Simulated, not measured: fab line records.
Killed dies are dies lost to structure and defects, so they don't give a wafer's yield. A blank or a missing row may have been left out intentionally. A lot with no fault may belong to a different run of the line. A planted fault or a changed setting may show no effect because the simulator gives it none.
fab line records	flow nand-harc
record lots=6	wafers=18	last-day=34
route steps=1302 shown P_CONTACT@241 P_M0@253
lots that met no fault: from a run of the same line without faults
start-h: hours from the record's first day to the start of the lot's first wafer shown	wait-h: hours since the lot's step before	" unchanged from the row above	L1.1+2: a single row standing in for several wafers	- no value, or no start was given	* or withheld: withheld	< > ~ a bound
route shown NAME@n: names a module that has steps shown in the file, with the first one's number in the route	usual: mean/standard deviation taken from wafers without a fault	same: alike in all rows	chamber/n: place in a boat	sites: per-site readings	_std_site: the standard deviation of these	_edge_site: mean of outer sites minus mean of inner sites	radius-mm: how far each site lies from the wafer's centre	mask NAME#n: copy n	behind: tool/chamber where the wafer was last shaped	hold: why the lot went on hold/how many hours it stayed there/how the hold came to an end	device: the n, p or np transistor that did not switch	end of line: at the end of the route, the tests of the same wafers	step lacking rows: just its recipe	killed: dies lost to structure and defects at the first sort, not the wafer's yield	map: per-die view of a wafer (x killed, . not killed, _ where there is no die)
set.NAME: the setting that was run; set.NAME@STEP: the one run at that earlier step	model.NAME: the simulator's own value behind a step, which no gauge read
certain route steps with their lots: each step a table, each wafer a row
services: the hour from which a tool's chamber was out of use, counted from the record's first day as start-h (under 0 if before that day), plus the number of hours and why
## steps
# step NHARC_P_CONTACT_CD_MEAS_19
# usual cd-nm=91.3/2
lot.wafer	tool	chamber	start-h	wait-h	cd-nm
L817.2	cd-sem-02	-	135.25	-	91.9
L817.5	"	-	"	"	88.3
L817.6	"	-	"	"	90.5
L819.1	cd-sem-01	-	159.54	-	90.4
L819.5	"	-	"	"	92.1
L819.6	"	-	"	"	89.6
L820.2	cd-sem-03	-	171.84	-	90.6
L820.5	"	-	"	"	93.1
L820.6	"	-	"	"	90.9
L822.1	cd-sem-01	-	188.80	-	90.4
L822.2	"	-	"	"	90.1
L822.4	"	-	"	"	87.6
L834.1	cd-sem-01	-	315.23	-	93.0
L834.3	"	-	"	"	93.6
L834.6	"	-	"	"	94.5
L838.2	cd-sem-01	-	352.43	-	90.4
L838.3	"	-	"	"	89.2
L838.6	"	-	"	"	90.3
# step NHARC_P_CONTACT_STRIP_28
# recipe o2-flow-sccm=500	ar-flow-sccm=0	bias-w=0	chemistry=O2
# usual drypump-motor-current-A=5.4/0.31	oes-product-au=0.995/0.015	rf-vpp-V=57.8/0.88	showerhead-plenum-p-Torr=3.55/0.15	throttle-valve-pct=17.036/0.0092
lot.wafer	tool	chamber	start-h	wait-h	drypump-motor-current-A	oes-product-au	rf-hours-counter-h	rf-vpp-V	showerhead-plenum-p-Torr	throttle-valve-pct
L817.2	rie-diel-13	1	135.32	0.1	6.0	1.007	3.0	55.5	3.31	17.033
L817.5	"	1	"	"	6.0	1.009	-	56.2	3.31	17.047
L817.6	"	2	"	"	5.5	1.002	-	58.0	3.75	17.020
L819.1	rie-diel-04	0	159.61	0.1	4.9	0.991	4.7	57.9	3.56	17.042
L819.5	"	0	"	"	4.9	0.998	-	58.5	3.56	17.038
L819.6	"	1	"	"	5.3	1.011	-	56.7	3.75	17.035
L820.2	rie-diel-06	0	171.92	0.1	5.3	0.987	2.4	58.5	3.54	17.039
L820.5	"	0	"	"	5.3	1.002	-	57.8	3.54	17.040
L820.6	"	1	"	"	5.1	0.984	-	58.8	3.67	17.031
L822.1	rie-diel-06	2	188.89	0.1	5.4	1.003	3.1	59.0	3.44	17.042
L822.2	"	3	"	"	5.5	0.983	1.8	59.2	3.70	17.026
L822.4	"	0	"	"	5.3	0.999	3.0	57.9	3.54	17.036
L834.3	rie-diel-13	3	315.31	0.1	5.3	0.977	4.0	56.0	3.33	17.031
L834.1	"	1	"	"	6.0	0.990	4.0	56.4	3.31	17.037
L834.6	"	3	"	"	5.3	0.969	-	56.9	3.33	17.023
L838.2	rie-diel-06	3	352.51	0.1	5.5	0.994	1.7	57.9	3.70	17.022
L838.3	"	1	"	"	5.0	0.990	2.1	58.3	3.67	17.041
L838.6	"	0	"	"	5.3	1.007	-	58.1	3.54	17.049
# step NHARC_P_CONTACT_STRIP_29
# recipe time-s=1200	temp-c=72.5	chemistry=post-etch-residue-remover
# step NHARC_P_CONTACT_DEGAS_38
# recipe temp-c=300	time-s=60
# usual heater-power-w=481/54
lot.wafer	tool	chamber	start-h	wait-h	heater-power-w
L817.2	pvd-sputter-02	-	135.99	-	456
L817.6	"	-	"	"	466
L817.5	"	-	"	"	596
L819.1	pvd-sputter-02	-	160.26	-	586
L819.5	"	-	"	"	482
L819.6	"	-	"	"	583
L820.2	pvd-sputter-02	-	172.57	-	474
L820.5	"	-	"	"	580
L820.6	"	-	"	"	455
L822.1	pvd-sputter-01	-	189.52	-	447
L822.4	"	-	"	"	400
L822.2	"	-	"	"	497
L834.1	pvd-sputter-02	-	315.94	-	450
L834.3	"	-	"	"	459
L834.6	"	-	"	"	467
L838.2	pvd-sputter-02	-	353.15	-	487
L838.3	"	-	"	"	559
L838.6	"	-	"	"	500
# step NHARC_P_CONTACT_PRE_CLEAN_39
# recipe time-s=19.5	bias-v=250	gas=Ar
# step NHARC_P_CONTACT_PVD_32
# recipe target-thk-a=50	chamber-pressure-pa=5	power-w=5000	substrate-temp-c=200	time-s=17.7	material=Ti
# usual throttle-valve-pct=30.0/0.94
lot.wafer	tool	chamber	start-h	wait-h	throttle-valve-pct
L817.2	pvd-sputter-02	-	-	-	30.2
L817.5	"	-	"	"	29.1
L817.6	"	-	"	"	29.5
L819.1	pvd-sputter-02	-	-	-	29.4
L819.5	"	-	"	"	29.3
L819.6	"	-	"	"	30.0
L820.2	pvd-sputter-02	-	-	-	29.6
L820.5	"	-	"	"	31.0
L820.6	"	-	"	"	29.3
L822.4	pvd-sputter-01	-	-	-	30.4
L822.1	"	-	"	"	29.5
L822.2	"	-	"	"	30.0
L834.3	pvd-sputter-02	-	-	-	30.3
L834.1	"	-	"	"	30.2
L834.6	"	-	"	"	28.7
L838.2	pvd-sputter-02	-	-	-	28.9
L838.3	"	-	"	"	30.2
L838.6	"	-	"	"	30.5
# step NHARC_P_CONTACT_ALD_22
# recipe target-thk-a=30	pulse-time-s=1	ald-cycles=150	temp-c=450	material=TiN
# usual heater-power-w=1077/100	precursor-pulse-height-rel=1.002/0.021
lot.wafer	tool	chamber	start-h	wait-h	heater-power-w	precursor-pulse-height-rel
L817.2	ald-metal-04	0	136.23	-	1126	0.994
L817.5	"	3	"	"	853	1.002
L817.6	"	0	"	"	1092	1.028
L819.1	ald-metal-04	2	160.56	-	1005	1.017
L819.6	"	3	"	"	895	1.022
L819.5	"	0	"	"	1106	1.007
L820.2	ald-metal-02	1	172.81	-	1065	0.985
L820.5	"	0	"	"	1100	1.010
L820.6	"	1	"	"	1132	1.018
L822.1	ald-metal-04	2	189.77	-	1010	1.024
L822.2	"	0	"	"	1098	0.995
L822.4	"	1	"	"	1146	1.004
L834.3	ald-metal-03	2	316.20	-	1177	0.977
L834.1	"	3	"	"	1043	0.994
L834.6	"	2	"	"	1208	1.031
L838.3	ald-metal-04	3	353.38	-	845	0.992
L838.2	"	0	"	"	1099	1.018
L838.6	"	0	"	"	1123	1.004
# step NHARC_P_CONTACT_CVD_23
# recipe target-thk-a=2000	temp-c=300	pressure-torr=40	wf6-flow-sccm=40	h2-flow-sccm=1600	ar-flow-sccm=1560	time-s=557	material=W
# step NHARC_P_CONTACT_CMP_24
# recipe t-overpolish-s=30	target-thk-nm=200
# usual motor-current-A=12.4/1.2	overpolish-run-s=29.999/0.0087	slurry-flow-ml-min=150.0/0.5	time-to-endpoint-s=39/3.3
lot.wafer	tool	chamber	start-h	wait-h	motor-current-A	overpolish-run-s	slurry-flow-ml-min	time-to-endpoint-s
L817.2	cmp-04	0	137.11	0.6	11.8	29.994	149.9	35
L817.6	"	2	"	"	12.6	29.982	149.9	34
L817.5	"	3	"	"	11.9	30.012	150.6	39
L819.1	cmp-02	0	161.37	0.6	13.1	29.991	150.2	40
L819.5	"	3	"	"	10.9	30.002	150.1	42
L819.6	"	0	"	"	13.7	30.004	150.3	43
L820.2	cmp-04	3	173.70	0.5	11.2	30.006	149.4	39
L820.6	"	1	"	"	13.8	30.002	150.2	37
L820.5	"	2	"	"	12.7	29.991	150.8	34
L822.1	cmp-04	1	190.62	0.6	14.5	29.995	149.3	39
L822.2	"	3	"	"	11.1	30.002	150.0	40
L822.4	"	0	"	"	11.8	29.999	149.0	36
L834.1	cmp-02	2	317.04	0.5	11.7	30.008	150.2	40
L834.3	"	0	"	"	13.4	29.999	150.6	39
L834.6	"	3	"	"	10.6	29.987	149.9	35
L838.2	cmp-03	0	354.26	0.6	14.8	29.992	150.0	39
L838.3	"	2	"	"	10.6	29.997	150.9	41
L838.6	"	0	"	"	14.4	30.003	149.6	37
# step NHARC_P_CONTACT_SRD_26
# step NHARC_P_CONTACT_INSPECT_27
# usual raw-defect-count=319/120
lot.wafer	tool	chamber	start-h	wait-h	raw-defect-count
L817.2	defect-inspect-01	-	137.46	0.1	231
L817.5	"	-	"	"	199
L817.6	"	-	"	"	210
L819.1	defect-inspect-02	-	161.75	0.1	467
L819.5	"	-	"	"	544
L819.6	"	-	"	"	274
L820.2	defect-inspect-02	-	174.06	0.1	321
L820.5	"	-	"	"	421
L820.6	"	-	"	"	344
L822.1	defect-inspect-01	-	191.02	0.1	225
L822.2	"	-	"	"	230
L822.4	"	-	"	"	477
L834.1	defect-inspect-02	-	317.44	0.1	638
L834.3	"	-	"	"	448
L834.6	"	-	"	"	571
L838.2	defect-inspect-02	-	354.64	0.1	313
L838.3	"	-	"	"	315
L838.6	"	-	"	"	259
# step NHARC_P_M0_DEP_00
# recipe target-thk-a=1500	target-thk-nm=150	temp-c=withheld	pressure-torr=5	flow-sccm=200	rf-w=600	material=SiOC
# usual chamber-pressure-Torr=5.000/0.01	rf-fwd-power-W=598.5/2
lot.wafer	tool	chamber	start-h	wait-h	chamber-pressure-Torr	rf-fwd-power-W
L817.2	pecvd-03	1	137.97	0.5	4.998	595.9
L817.5	"	1	"	"	5.014	597.9
L817.6	"	0	"	"	5.006	599.0
L819.1	pecvd-03	1	161.98	0.2	-	-
L819.6	"	1	"	"	-	-
L819.5	"	2	"	"	-	-
L820.2	pecvd-03	0	174.17	0.1	-	-
L820.5	"	2	"	"	-	-
L820.6	"	1	"	"	-	-
L822.2	pecvd-01	2	191.09	0.1	4.994	599.5
L822.1	"	0	"	"	5.010	599.0
L822.4	"	1	"	"	4.998	600.8
L834.1	pecvd-03	2	317.55	0.1	5.010	601.4
L834.3	"	0	"	"	4.985	603.0
L834.6	"	0	"	"	4.989	602.0
L838.2	pecvd-01	1	354.71	0.1	5.013	597.9
L838.3	"	2	"	"	5.008	599.3
L838.6	"	2	"	"	5.006	597.3
# step NHARC_P_M0_DEHYDRATE_01
# recipe temp-c=150	time-s=120
## services
tool	chamber	start-h	hours	kind
ald-metal-04	-	118.00	10.0	pm
pecvd-01	-	130.00	13.0	pm
rie-diel-06	-	130.20	9.0	pm
cmp-02	-	134.50	4.0	pm
rie-diel-13	3	154.41	2.4	repair
rie-diel-13	2	160.93	2.7	repair
rie-diel-13	-	165.01	9.0	pm
pecvd-03	0	169.76	4.0	repair
pecvd-03	-	185.19	13.0	pm
cmp-02	-	186.68	0.5	repair
pvd-sputter-01	-	196.05	4.3	repair
cmp-04	-	209.00	4.0	pm
rie-diel-13	0	210.73	3.9	repair
rie-diel-13	3	211.52	1.3	repair
pvd-sputter-01	-	226.00	10.0	pm
rie-diel-06	1	245.60	1.4	repair
cmp-04	-	260.47	0.9	repair
pecvd-03	2	266.64	9.7	repair
pvd-sputter-02	-	268.20	1.1	repair
pvd-sputter-02	-	282.05	10.0	pm
ald-metal-04	-	296.00	10.0	pm
cmp-04	-	307.00	4.0	pm
rie-diel-06	-	307.20	9.0	pm
ald-metal-04	2	342.42	3.3	repair
## key
first-sign step=NHARC_P_M0_DEP_00	reading=tool-record	direction=missing
effect none on later readings
met-at NHARC_P_M0_DEP_00
struck-wafers L819.1,L819.5,L819.6,L820.2,L820.5,L820.6
later-rows-left-out L819.1,L819.5,L819.6,L820.2,L820.5,L820.6
sort-left-out L819.1,L819.5,L819.6,L820.2,L820.5,L820.6
onset-between 137.97 161.98
fault kind=skipped-step-whole	tool=pecvd-03	chamber=-	onset-h=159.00	steps=NHARC_P_M0_DEP_00	scope=struck-lots-only
# sort-left-out: the simulated sort isn't trusted on such a fault, so these wafers' sort isn't shown, and their yield isn't known
# later-rows-left-out: the simulator's readings of these wafers behind a module that went badly wrong aren't trusted and aren't shown, but for the sort
